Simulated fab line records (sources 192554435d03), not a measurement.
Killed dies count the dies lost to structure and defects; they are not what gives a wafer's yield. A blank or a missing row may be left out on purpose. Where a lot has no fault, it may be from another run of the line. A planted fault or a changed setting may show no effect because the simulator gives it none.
fab line records	flow n5Finfet
record lots=7	wafers=21
route steps=1938 shown BEOL_M0_CUTY@705 BEOL_M1@790 BEOL_M2@928 BEOL_M3@931 BEOL_M4@1031
startH: start of the lot's first displayed wafer, in hours after the record's first day	waitH: hours from the lot's prior step to this one	" unchanged from the row above	L1.1+2: several wafers, shown together as one row	- no value present, or no start provided	* or withheld: withheld	< > ~ a bound
route shown NAME@n: NAME is a module with steps in the file, n the number in the route of the first one	usual: average and standard deviation across the fault-free wafers	same: alike in all rows	chamber/n: place in a boat	sites: each site's reading	_std_site: how widely they spread, as a standard deviation	_edge_site: inner sites' mean taken away from outer sites' mean	radiusMm: for every site, how far away it sits from the centre of the wafer	mask NAME#n: copy n	behind: the most recent tool/chamber to have shaped the wafer	hold: the reason the lot was held/the length of the hold in hours/how it ended	device: the transistor (n, p or np) that didn't switch	end of line: tests of these same wafers at the route's end	for a step that has no rows: nothing shown but its recipe	killed: dies lost to structure and defects at the first sort, not the wafer's yield	map: shows each die of a wafer: x if killed, . if not, _ if none is there
set.NAME: setting as actually run; set.NAME@STEP: the setting as run at that earlier step	model.NAME: the simulator's own value behind a step, which no gauge read
lots run with intentionally changed settings; tables by step, rows by wafer
## steps
# step N5_BEOL_M0_CUTY_EXPOSE_54
# recipe maskId=M0_ABLK	na=1.35	sourceShape=conventional	sigmaOuter=0.8	polarization=unpolarized	doseMj=36
lot.wafer	tool	chamber	startH	waitH	mask	set.doseMj
L076.2+5	arfiScanner-02	0	127.14	-	M0_ABLK#0	36
L076.6	"	0	"	"	M0_ABLK#0	33.34
L080.1	arfiScanner-01	0	154.04	-	M0_ABLK#0	33.49
L080.3+6	"	0	"	"	M0_ABLK#0	36
L079.1	arfiScanner-01	0	156.77	-	M0_ABLK#0	35.05
L079.2+3	"	0	"	"	M0_ABLK#0	36
L083.4+5+6	arfiScanner-02	0	166.87	-	M0_ABLK#0	36
L086.2	arfiScanner-01	0	189.80	-	M0_ABLK#0	36
L086.3+4	"	0	"	"	M0_ABLK#0	36.71
L091.1+2+3	arfiScanner-01	0	217.18	-	M0_ABLK#0	36
L092.3+4+5	arfiScanner-02	0	226.23	-	M0_ABLK#0	36
# step N5_BEOL_M0_CUTY_PEB_55
# recipe pebTempC=110	pebTimeS=60	resist=CAR-ArF-block
# step N5_BEOL_M0_CUTY_DEVELOP_56
# recipe developTimeS=30	developer=TMAH	resist=CAR-ArF-block	rinseLiquid=diw	dry=airSpin	devTempC=23
# step N5_BEOL_M0_CUTY_CD_MEAS_57
# recipe targetCdNm=200	landingEnergyEv=500	detector=seInlens	polarity=line
# usual cdNm=199.3/0.94
lot.wafer	tool	chamber	startH	waitH	set.doseMj@BEOL_M0_CUTY_EXPOSE_54	cdNm
L076.2	cdSem-01	0	127.26	-	36	200.4
L076.5	"	0	"	"	36	200.7
L076.6	"	0	"	"	33.34	205.5
L080.1	cdSem-01	0	154.17	-	33.49	204.2
L080.3	"	0	"	"	36	201.3
L080.6	"	0	"	"	36	199.6
L079.1	cdSem-02	0	156.90	-	35.05	201.9
L079.2	"	0	"	"	36	199.6
L079.3	"	0	"	"	36	199.5
L083.4	cdSem-02	0	166.98	-	36	201.1
L083.5	"	0	"	"	36	199.9
L083.6	"	0	"	"	36	200.0
L086.2	cdSem-02	0	189.93	-	36	198.0
L086.3	"	0	"	"	36.71	198.8
L086.4	"	0	"	"	36.71	199.0
L091.1	cdSem-01	0	217.30	-	36	200.9
L091.2	"	0	"	"	36	201.8
L091.3	"	0	"	"	36	200.3
L092.3	cdSem-03	0	226.34	-	36	198.6
L092.4	"	0	"	"	36	198.1
L092.5	"	0	"	"	36	198.9
# step N5_BEOL_M0_CUTY_DESCUM_61
# recipe chemistry=O2	timeS=7.9	sourcePowerW=50	biasPowerW=20	pressureMtorr=20	rfFrequencyHz=2.712e+07	tempC=40	resist=CAR-ArF-block	o2FlowSccm=225
# step N5_BEOL_M0_CUTY_ETCH_62
# recipe chemistry=CF4	target=SiARC	maskMaterial=CAR-ArF-block	timeS=58.5	ionEnergyEv=80	pressureMtorr=40	sourceW=545	biasW=36	Ar_flow_sccm=100	cf4FlowSccm=100	ends=cleared
lot.wafer	tool	chamber	startH	waitH	set.doseMj@BEOL_M0_CUTY_EXPOSE_54	model.BEOL_M0_CUTY.cdOffsetNm
L076.2	rieDiel-04	3	127.38	0.0	36	0.4
L076.5	"	3	"	"	36	1
L076.6	"	0	"	"	33.34	5.6
L080.1	rieDiel-03	0	154.30	0.0	33.49	4.2
L080.3	"	1	"	"	36	0.8
L080.6	"	1	"	"	36	-0.4
L079.1	rieDiel-06	1	157.02	0.0	35.05	2
L079.2	"	3	"	"	36	-0.6
L079.3	"	0	"	"	36	-0.4
L083.4	rieDiel-03	2	167.24	0.0	36	1.2
L083.5	"	2	"	"	36	-0.2
L083.6	"	3	"	"	36	0.2
L086.2	rieDiel-06	0	190.81	0.0	36	-2
L086.3	"	2	"	"	36.71	-1.2
L086.4	"	3	"	"	36.71	-0.8
L091.1	rieDiel-04	3	217.43	0.0	36	1
L091.2	"	2	"	"	36	1.8
L091.3	"	1	"	"	36	0
L092.3	rieDiel-04	3	226.65	0.0	36	-1.2
L092.4	"	1	"	"	36	-1.6
L092.5	"	1	"	"	36	-1.4
# step N5_BEOL_M1_ETCH_77
# recipe chemistry=N2/H2	target=underlayer	targetDepthA=65	maskMaterial=CAR-EUV	timeS=5.2	ionEnergyEv=200	pressureMtorr=30	sourceW=840	biasW=150	n2FlowSccm=200	h2FlowSccm=200	ends=cleared
# usual etchRfOnTimeS=5.22/0.12	rfVppV=523.6/2.7
lot.wafer	tool	chamber	startH	waitH	set.sourceW	etchRfOnTimeS	rfVppV
L076.2	rieDiel-02	1	139.59	0.0	840	5.10	530.8
L076.5	"	1	"	"	840	5.10	524.0
L076.6	"	0	"	"	780.1	5.40	536.0
L080.1	rieDiel-02	2	164.60	0.0	840	5.18	525.1
L080.3	"	3	"	"	960.5	4.76	495.7
L080.6	"	3	"	"	960.5	4.74	497.6
L079.1	rieDiel-01	1	164.81	0.0	981.7	4.76	497.7
L079.2	"	2	"	"	840	5.37	525.3
L079.3	"	0	"	"	981.7	4.61	495.6
L083.4	rieDiel-02	1	176.28	0.0	840	5.20	528.4
L083.5	"	2	"	"	930	4.72	503.3
L083.6	"	1	"	"	930	4.77	509.4
L086.2	rieDiel-01	3	197.42	0.0	939	4.74	499.5
L086.3	"	2	"	"	840	5.40	525.5
L086.4	"	1	"	"	840	5.37	523.4
L091.1	rieDiel-01	1	226.51	0.0	840	5.32	522.7
L091.2	"	0	"	"	840	5.25	520.2
L091.3	"	3	"	"	840	5.14	517.6
L092.3	rieDiel-01	2	237.46	0.0	840	5.30	524.1
L092.4	"	1	"	"	840	5.30	524.1
L092.5	"	2	"	"	840	5.31	528.6
# step N5_BEOL_M1_TRENCH_ETCH_37
# recipe chemistry=C4F6/O2	targetDepthA=552.07	target=SiOC	timeS=29	ionEnergyEv=250	pressureMtorr=30	sourceW=355	biasW=185	Ar_flow_sccm=300	C4F6_flow_sccm=10	O2_flow_sccm=10
lot.wafer	tool	chamber	startH	waitH	set.timeS	model.etch.depthNm	model.BEOL_M1.featureDepthNm
L076.2	rieDiel-05	0	-	-	24.34	46.82	46.8
L076.5	"	3	"	"	29	55.88	55.8
L076.6	"	2	"	"	29	53.34	53.4
L080.1	rieDiel-01	2	-	-	29	54.27	54.2
L080.3	"	3	"	"	29	55.36	55.4
L080.6	"	0	"	"	29	55.05	55
L079.1	rieDiel-05	0	-	-	30.84	59.81	59.8
L079.2	"	2	"	"	30.84	57.79	57.8
L079.3	"	1	"	"	29	54.12	54.2
L083.4	rieDiel-02	3	-	-	34.02	62.58	62.6
L083.5	"	3	"	"	34.02	63.42	63.4
L083.6	"	0	"	"	29	55.99	56
L086.2	rieDiel-02	0	-	-	26.43	51.13	51.2
L086.3	"	1	"	"	29	54.95	55
L086.4	"	2	"	"	26.43	50.76	50.8
L091.1	rieDiel-02	2	-	-	29	54.2	54.2
L091.2	"	0	"	"	25.44	48.83	48.8
L091.3	"	1	"	"	25.44	47.61	47.6
L092.3	rieDiel-02	2	-	-	29	55.15	55.2
L092.4	"	0	"	"	29	56.16	56.2
L092.5	"	1	"	"	29	55.28	55.2
# step N5_BEOL_M1_ETCH_41
# recipe chemistry=CH3F/O2	target=SiCN	targetDepthA=319	taperDeg=2	timeS=57.8	ionEnergyEv=120	maskMaterial=TiN	pressureMtorr=30	sourceW=395	biasW=75	Ar_flow_sccm=150	CH3F_flow_sccm=30	O2_flow_sccm=20
# step N5_BEOL_M1_STRIP_97
# recipe chemistry=N2/H2	timeS=10	powerW=450	tempC=40	pressureMtorr=20	rfFrequencyHz=6e+07	biasPowerW=7	n2FlowSccm=200	h2FlowSccm=200
# step N5_BEOL_M1_OCD_MEAS_38
# usual trenchDepthNm=54.8/0.94
lot.wafer	tool	chamber	startH	waitH	set.timeS@BEOL_M1_TRENCH_ETCH_37	trenchDepthNm
L076.2	ocd-01	-	140.25	-	24.34	47.0
L076.5	"	-	"	"	29	56.2
L076.6	"	-	"	"	29	52.9
L080.1	ocd-01	-	165.42	-	29	54.1
L080.3	"	-	"	"	29	54.9
L080.6	"	-	"	"	29	55.2
L079.1	ocd-02	-	165.47	-	30.84	59.9
L079.2	"	-	"	"	30.84	57.7
L079.3	"	-	"	"	29	53.6
L083.4	ocd-02	-	176.96	-	34.02	62.6
L083.5	"	-	"	"	34.02	63.3
L083.6	"	-	"	"	29	55.9
L086.2	ocd-02	-	199.87	-	26.43	51.7
L086.3	"	-	"	"	29	55.4
L086.4	"	-	"	"	26.43	50.7
L091.1	ocd-02	-	228.28	-	29	53.8
L091.2	"	-	"	"	25.44	48.9
L091.3	"	-	"	"	25.44	47.2
L092.3	ocd-01	-	238.07	-	29	54.7
L092.4	"	-	"	"	29	56.3
L092.5	"	-	"	"	29	55.4
# step N5_BEOL_M2_DEP_57
# recipe material=SiCN	targetThkA=80	tempC=withheld	precursor=3MS/NH3	pressureTorr=3	rfW=202	timeS=14
lot.wafer	tool	chamber	startH	waitH	set.timeS	model.SiCN_of_BEOL_M2_DEP_57.thkNm
L076.2	pecvd-01	2	158.04	0.0	15.18	8.4
L076.5	"	2	"	"	15.18	8.6
L076.6	"	0	"	"	14	8
L079.1	pecvd-02	2	179.64	0.0	13.01	7.6
L079.2	"	0	"	"	13.01	7.2
L079.3	"	1	"	"	14	8
L080.1	pecvd-01	0	179.70	0.0	14.99	8.4
L080.3	"	0	"	"	14	8
L080.6	"	0	"	"	14.99	8.6
L083.4	pecvd-04	2	195.61	0.0	14	8
L083.5	"	0	"	"	15.52	8.8
L083.6	"	1	"	"	15.52	9
L086.2	pecvd-02	0	212.22	0.0	14	8
L086.3+4	"	2	"	"	14	8.2
L091.1	pecvd-02	0	241.56	0.0	14	7.8
L091.2+3	"	1,2	"	"	14	8
L092.3+5	pecvd-01	1	264.54	0.0	14	8
L092.4	"	0	"	"	14	8.2
# step N5_BEOL_M3_ILD_DEP_00
# recipe material=SiOC	targetThkA=790	tempC=350	precursor=DEMS/O2	pressureTorr=5	rfW=500	timeS=15.3
lot.wafer	tool	chamber	startH	waitH	set.timeS	model.SiOC_of_BEOL_M3_ILD_DEP_00.thkNm
L076.2	pecvd-04	0	158.17	0.0	15.3	78.2
L076.5	"	1	"	"	15.3	79.8
L076.6	"	0	"	"	15.3	80.2
L079.1	pecvd-04	0	179.77	0.0	15.3	77.8
L079.2	"	2	"	"	15.3	77.2
L079.3	"	1	"	"	15.3	77
L080.1	pecvd-03	0	179.85	0.0	15.3	77.6
L080.3	"	1	"	"	17.49	90
L080.6	"	2	"	"	15.3	79.4
L083.4	pecvd-01	1	195.75	0.1	15.3	78.4
L083.5	"	0	"	"	17.3	89.8
L083.6	"	2	"	"	15.3	79.2
L086.2	pecvd-03	0	212.35	0.0	17.54	89.4
L086.3	"	1	"	"	15.3	78.8
L086.4	"	2	"	"	17.54	91.4
L091.1	pecvd-04	1	241.69	0.0	15.3	76.4
L091.2	"	2	"	"	15.3	76.8
L091.3	"	0	"	"	15.3	77.8
L092.3	pecvd-03	2	264.67	0.0	15.3	77
L092.4	"	2	"	"	15.3	78.8
L092.5	"	0	"	"	15.3	79.8
# step N5_BEOL_M3_THK_MEAS_01
# recipe reads=SiOC_of_BEOL_M3_ILD_DEP_00
# usual M3_ILD_THK=78.7/1.1
lot.wafer	tool	chamber	startH	waitH	set.timeS@BEOL_M3_ILD_DEP_00	M3_ILD_THK[nm]
L076.2	filmMetro-02	-	158.24	0.1	15.3	78.3
L076.5	"	-	"	"	15.3	79.8
L076.6	"	-	"	"	15.3	80.1
L079.1	filmMetro-02	-	179.84	0.0	15.3	77.9
L079.2	"	-	"	"	15.3	77.3
L079.3	"	-	"	"	15.3	77.0
L080.1	filmMetro-02	-	179.92	0.0	15.3	77.7
L080.3	"	-	"	"	17.49	90.0
L080.6	"	-	"	"	15.3	79.4
L083.4	filmMetro-01	-	195.80	0.0	15.3	78.3
L083.5	"	-	"	"	17.3	89.8
L083.6	"	-	"	"	15.3	79.2
L086.2	filmMetro-02	-	212.42	0.1	17.54	89.3
L086.3	"	-	"	"	15.3	78.7
L086.4	"	-	"	"	17.54	91.4
L091.1	filmMetro-02	-	241.76	0.0	15.3	76.3
L091.2	"	-	"	"	15.3	76.8
L091.3	"	-	"	"	15.3	77.8
L092.3	filmMetro-01	-	264.74	0.1	15.3	77.0
L092.4	"	-	"	"	15.3	78.7
L092.5	"	-	"	"	15.3	79.7
# step N5_BEOL_M4_EXPOSE_08
# recipe maskId=M4	na=0.33	sourceShape=dipole	sigmaInner=0.369	sigmaOuter=0.767	polarization=unpolarized	doseMj=41.25
lot.wafer	tool	chamber	startH	waitH	mask	set.doseMj
L076.2	euvScanner-01	0	166.73	-	M4#0	41.25
L076.5+6	"	0	"	"	M4#0	38.46
L080.1+3+6	euvScanner-01	0	194.16	-	M4#0	41.25
L079.1+2+3	euvScanner-01	0	194.26	-	M4#0	41.25
L083.4+5+6	euvScanner-01	0	208.21	-	M4#0	41.25
L086.2+3	euvScanner-02	0	228.53	-	M4#0	41.25
L086.4	"	0	"	"	M4#0	42.28
L091.1+2+3	euvScanner-02	0	259.86	-	M4#0	41.25
L092.3+4+5	euvScanner-02	0	278.72	-	M4#0	41.25
# step N5_BEOL_M4_PEB_09
# recipe pebTempC=100	pebTimeS=60	resist=CAR-EUV
# step N5_BEOL_M4_DEVELOP_10
# recipe developTimeS=30	developer=TMAH	resist=CAR-EUV	rinseLiquid=surfactantRinse	dry=airSpin	devTempC=23
# step N5_BEOL_M4_DESCUM_16
# recipe chemistry=O2	timeS=7	sourcePowerW=50	biasPowerW=20	pressureMtorr=20	rfFrequencyHz=2.712e+07	tempC=40	resist=CAR-EUV	o2FlowSccm=225
# step N5_BEOL_M4_ETCH_74
# recipe chemistry=N2/H2	target=underlayer	targetDepthA=65	maskMaterial=CAR-EUV	timeS=5.2	ionEnergyEv=200	pressureMtorr=30	sourceW=840	biasW=150	n2FlowSccm=200	h2FlowSccm=200	ends=cleared
lot.wafer	tool	chamber	startH	waitH	set.doseMj@BEOL_M4_EXPOSE_08	model.BEOL_M4.cdOffsetNm
L076.2	rieDiel-06	0	167.02	0.0	41.25	0.2
L076.5+6	"	1,0	"	"	38.46	-1.4
L080.1+3	rieDiel-06	2,3	194.45	0.0	41.25	-0.2
L080.6	"	1	"	"	41.25	-0.4
L079.1	rieDiel-06	2	194.74	0.0	41.25	0.2
L079.2	"	3	"	"	41.25	0.4
L079.3	"	1	"	"	41.25	0
L083.4	rieDiel-06	2	208.49	0.0	41.25	0
L083.5+6	"	0,3	"	"	41.25	0.2
L086.2	rieDiel-03	3	228.81	0.0	41.25	0
L086.3	"	1	"	"	41.25	-0.2
L086.4	"	0	"	"	42.28	0.4
L091.1+2	rieDiel-04	3,0	260.18	0.0	41.25	0.2
L091.3	"	1	"	"	41.25	0.4
L092.3+4+5	rieDiel-03	1,2,3	279.32	0.0	41.25	0.2
# step N5_BEOL_M4_ETCH_64
# recipe chemistry=N2/H2	target=SOC	targetDepthA=750	overetchA=225	maskMaterial=SiARC	tempC=40	timeS=121.9	ionEnergyEv=200	pressureMtorr=30	sourceW=840	biasW=150	n2FlowSccm=200	h2FlowSccm=200
# usual rfVppV=522.5/2.4
lot.wafer	tool	chamber	startH	waitH	set.biasW	set.doseMj@BEOL_M4_EXPOSE_08	rfVppV	model.BEOL_M4.cdOffsetNm
L076.2	rieDiel-06	0	167.07	0.0	150	41.25	522.3	0.2
L076.5	"	1	"	"	150	38.46	522.1	-1.2
L076.6	"	0	"	"	157.4	38.46	537.9	-1.4
L080.1	rieDiel-06	2	194.49	0.0	174.7	41.25	572.3	-0.4
L080.3	"	3	"	"	150	41.25	523.3	-0.2
L080.6	"	1	"	"	150	41.25	520.0	-0.2
L079.1	rieDiel-06	2	194.79	0.0	124.9	41.25	463.3	0.2
L079.2	"	3	"	"	124.9	41.25	463.9	0.4
L079.3	"	1	"	"	124.9	41.25	464.8	0.2
L083.4	rieDiel-06	2	208.53	0.0	150	41.25	518.2	-0.4
L083.5	"	0	"	"	150	41.25	521.6	0
L083.6	"	3	"	"	150	41.25	523.2	0
L086.2	rieDiel-03	3	228.85	0.0	166.6	41.25	564.9	0
L086.3	"	1	"	"	150	41.25	519.7	0
L086.4	"	0	"	"	166.6	42.28	561.9	0.6
L091.1	rieDiel-04	3	260.23	0.0	150	41.25	521.5	0.2
L091.2	"	0	"	"	143.1	41.25	506.0	0.2
L091.3	"	1	"	"	143.1	41.25	504.7	0.4
L092.3	rieDiel-03	1	279.37	0.0	150	41.25	529.3	0.2
L092.4	"	2	"	"	150	41.25	521.2	0.2
L092.5	"	3	"	"	150	41.25	528.2	0
# step N5_BEOL_M4_COAT_22
# recipe resist=CAR-EUV	spinRpm=1500	resistThkNm=30
lot.wafer	tool	chamber	startH	waitH	set.spinRpm	model.CAR-EUV_of_BEOL_M4_COAT_22.thkNm
L076.2+5+6	lithoTrack-02	0	-	-	1500	29.8
L080.1	lithoTrack-05	0	-	-	1364	31.4
L080.3	"	0	"	"	1364	31.6
L080.6	"	0	"	"	1500	30
L079.1+2	lithoTrack-05	0	-	-	1612	29
L079.3	"	0	"	"	1500	30
L083.4+5	lithoTrack-03	0	-	-	1500	30
L083.6	"	0	"	"	1667	28.4
L086.2	lithoTrack-02	0	-	-	1500	30
L086.3+4	"	0	"	"	1430	30.6
L091.1+2+3	lithoTrack-05	0	-	-	1500	30.2
L092.3+4+5	lithoTrack-02	0	-	-	1500	30
# step N5_BEOL_M4_EXPOSE_25
# recipe maskId=V3	na=0.33	sourceShape=quasar	sigmaInner=0.2	sigmaOuter=0.8	polarization=unpolarized	defocusNm=5	doseMj=63
lot.wafer	tool	chamber	startH	waitH	mask	set.doseMj
L076.2	euvScanner-02	0	167.60	-	V3#0	59.08
L076.5+6	"	0	"	"	V3#0	63
L080.1	euvScanner-02	0	195.18	-	V3#0	63
L080.3+6	"	0	"	"	V3#0	66.48
L079.1+3	euvScanner-02	0	195.44	-	V3#0	60.47
L079.2	"	0	"	"	V3#0	63
L083.4+5	euvScanner-01	0	209.21	-	V3#0	63
L083.6	"	0	"	"	V3#0	61.78
L086.2+3	euvScanner-02	0	229.42	-	V3#0	63
L086.4	"	0	"	"	V3#0	64.72
L091.1	euvScanner-01	0	260.89	-	V3#0	63
L091.2+3	"	0	"	"	V3#0	65.55
L092.3+4+5	euvScanner-02	0	280.04	-	V3#0	63
# step N5_BEOL_M4_PEB_26
# recipe pebTempC=100	pebTimeS=60	resist=CAR-EUV
# step N5_BEOL_M4_DEVELOP_27
# recipe developTimeS=30	developer=TMAH	resist=CAR-EUV	rinseLiquid=surfactantRinse	dry=airSpin	devTempC=23
# step N5_BEOL_M4_CD_MEAS_28
# recipe targetCdNm=26.2	landingEnergyEv=500	detector=seInlens	targetCdYNm=24.1	polarity=opening
# usual cdNm=26.3/0.31
lot.wafer	tool	chamber	startH	waitH	set.doseMj@BEOL_M4_EXPOSE_25	cdNm
L076.2	cdSem-01	0	167.74	-	59.08	24.6
L076.5	"	0	"	"	63	26.4
L076.6	"	0	"	"	63	26.5
L080.1	cdSem-03	0	195.32	-	63	25.8
L080.3	"	0	"	"	66.48	27.4
L080.6	"	0	"	"	66.48	27.7
L079.1	cdSem-01	0	195.59	-	60.47	26.1
L079.2	"	0	"	"	63	26.9
L079.3	"	0	"	"	60.47	25.3
L083.4	cdSem-02	0	209.34	-	63	26.3
L083.5	"	0	"	"	63	26.2
L083.6	"	0	"	"	61.78	25.8
L086.2	cdSem-01	0	229.55	-	63	25.9
L086.3	"	0	"	"	63	26.3
L086.4	"	0	"	"	64.72	26.7
L091.1	cdSem-02	0	261.03	-	63	26.4
L091.2	"	0	"	"	65.55	27.2
L091.3	"	0	"	"	65.55	27.2
L092.3	cdSem-01	0	280.17	-	63	26.5
L092.4	"	0	"	"	63	26.3
L092.5	"	0	"	"	63	27.0
# step N5_BEOL_M4_DESCUM_33
# recipe chemistry=O2	timeS=7	sourcePowerW=50	biasPowerW=20	pressureMtorr=20	rfFrequencyHz=2.712e+07	tempC=40	resist=CAR-EUV	o2FlowSccm=225
# step N5_BEOL_M4_ETCH_77
# recipe chemistry=N2/H2	target=underlayer	targetDepthA=65	maskMaterial=CAR-EUV	timeS=5.2	ionEnergyEv=200	pressureMtorr=30	sourceW=840	biasW=150	n2FlowSccm=200	h2FlowSccm=200	ends=cleared
lot.wafer	tool	chamber	startH	waitH	set.spinRpm@BEOL_M4_COAT_22	model.CAR-EUV_of_BEOL_M4_COAT_22.thkNm
L076.2	rieDiel-04	2	167.90	0.0	1500	20
L076.5+6	"	3,2	"	"	1500	20.2
L080.1	rieDiel-04	3	195.77	0.0	1364	21.8
L080.3	"	0	"	"	1364	22
L080.6	"	0	"	"	1500	20.4
L079.1+2	rieDiel-03	3,2	195.77	0.0	1612	19.4
L079.3	"	1	"	"	1500	20.4
L083.4	rieDiel-04	1	209.70	0.0	1500	20.2
L083.5	"	3	"	"	1500	20.4
L083.6	"	2	"	"	1667	18.8
L086.2	rieDiel-03	2	229.71	0.0	1500	20.4
L086.3+4	"	1,0	"	"	1430	21
L091.1+2+3	rieDiel-03	2,0,3	261.19	0.0	1500	20.6
L092.3+4+5	rieDiel-06	1,0,1	280.32	0.0	1500	20.4
## key
split step=N5_BEOL_M0_CUTY_EXPOSE_54	setting=doseMj	stated=36	by=wafer
response step=N5_BEOL_M0_CUTY_CD_MEAS_57	reading=cdNm	change=-0.589	per=1%	r=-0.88
response step=N5_BEOL_M0_CUTY_ETCH_62	reading=model.BEOL_M0_CUTY.cdOffsetNm	change=-0.602	per=1%	r=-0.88
split step=N5_BEOL_M1_ETCH_77	setting=sourceW	stated=840	by=wafer
response step=N5_BEOL_M1_ETCH_77	reading=etchRfOnTimeS	change=*	per=1%	r=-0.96
response step=N5_BEOL_M1_ETCH_77	reading=rfVppV	change=-1.87	per=1%	r=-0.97
split step=N5_BEOL_M1_TRENCH_ETCH_37	setting=timeS	stated=29	by=wafer
response step=N5_BEOL_M1_TRENCH_ETCH_37	reading=model.etch.depthNm	change=+0.465	per=1%	r=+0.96
response step=N5_BEOL_M1_TRENCH_ETCH_37	reading=model.BEOL_M1.featureDepthNm	change=+0.465	per=1%	r=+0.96
response step=N5_BEOL_M1_OCD_MEAS_38	reading=trenchDepthNm	change=+0.464	per=1%	r=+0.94
split step=N5_BEOL_M2_DEP_57	setting=timeS	stated=14	by=wafer
response step=N5_BEOL_M2_DEP_57	reading=model.SiCN_of_BEOL_M2_DEP_57.thkNm	change=+0.0753	per=1%	r=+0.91
split step=N5_BEOL_M3_ILD_DEP_00	setting=timeS	stated=15.3	by=wafer
response step=N5_BEOL_M3_ILD_DEP_00	reading=model.SiOC_of_BEOL_M3_ILD_DEP_00.thkNm	change=+0.81	per=1%	r=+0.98
response step=N5_BEOL_M3_THK_MEAS_01	reading=M3_ILD_THK	change=+0.811	per=1%	r=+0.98
split step=N5_BEOL_M4_EXPOSE_08	setting=doseMj	stated=41.25	by=wafer
response step=N5_BEOL_M4_ETCH_74	reading=model.BEOL_M4.cdOffsetNm	change=+0.232	per=1%	r=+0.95
response step=N5_BEOL_M4_ETCH_64	reading=model.BEOL_M4.cdOffsetNm	change=+0.224	per=1%	r=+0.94
split step=N5_BEOL_M4_ETCH_64	setting=biasW	stated=150	by=wafer
response step=N5_BEOL_M4_ETCH_64	reading=rfVppV	change=+3.35	per=1%	r=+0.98
split step=N5_BEOL_M4_COAT_22	setting=spinRpm	stated=1500	by=wafer
response step=N5_BEOL_M4_COAT_22	reading=model.CAR-EUV_of_BEOL_M4_COAT_22.thkNm	change=-0.147	per=1%	r=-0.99
response step=N5_BEOL_M4_ETCH_77	reading=model.CAR-EUV_of_BEOL_M4_COAT_22.thkNm	change=-0.143	per=1%	r=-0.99
split step=N5_BEOL_M4_EXPOSE_25	setting=doseMj	stated=63	by=wafer
response step=N5_BEOL_M4_CD_MEAS_28	reading=cdNm	change=+0.275	per=1%	r=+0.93
